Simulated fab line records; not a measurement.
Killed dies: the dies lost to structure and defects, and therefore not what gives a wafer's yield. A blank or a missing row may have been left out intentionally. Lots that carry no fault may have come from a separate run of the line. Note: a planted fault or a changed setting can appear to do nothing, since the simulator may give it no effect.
Matching of chambers    flow n5-finfet    N5_BEOL_M6_ETCH_61 on rie-diel-02: 4 sister chambers
The step etches SiARC in CF4, target depth 45.5 nm, time 75.8 s. 8 wafers are shown with their chamber, then 9 later ones without.

== WAFERS, EACH WITH ITS CHAMBER ==
wafer   chamber  drypump-motor-current-A (A)  showerhead-plenum-p-Torr (Torr)
L077.2  2        5.1                          2.14
L077.6  2        5.1                          2.14
L079.5  0        6.6                          2.24
L088.1  3        5.9                          2.14
L088.5  1        6.2                          2.11
L090.2  3        5.9                          2.14
L090.5  0        6.5                          2.23
L090.6  1        6.2                          2.11

== WAFERS WITHOUT THEIR CHAMBER ==
wafer   drypump-motor-current-A (A)  showerhead-plenum-p-Torr (Torr)
L093.2  6.3                          2.10
L093.4  5.9                          2.14
L093.5  5.9                          2.14
L094.1  6.4                          2.23
L094.2  6.3                          2.10
L094.3  5.1                          2.13
L097.1  5.1                          2.13
L097.3  6.3                          2.10
L097.5  6.3                          2.10

== THE CHAMBER EACH PASSED THROUGH ==
wafer   from the rows above  in truth
L093.2  1                    1
L093.4  3                    3
L093.5  3                    3
L094.1  0                    0
L094.2  1                    1
L094.3  2                    2
L097.1  2                    2
L097.3  1                    1
L097.5  1                    1
9 of 9 placed correctly. Can't be placed from these rows: 0. Wrongly placed: 0.
How it was worked out, from the rows above alone: a wafer's distance from a chamber is the root of the sum, over the readings, of the square of ((its reading less the chamber's mean) divided by the reading's scatter). The wafer belongs to the nearest chamber; if the next one is less than 2 further off, it can't be placed. A chamber's mean is the mean of its shown wafers. The scatter: the root of (the sum of the squares of (reading less its chamber's mean) over the shown wafers, divided by (wafers less chambers)).
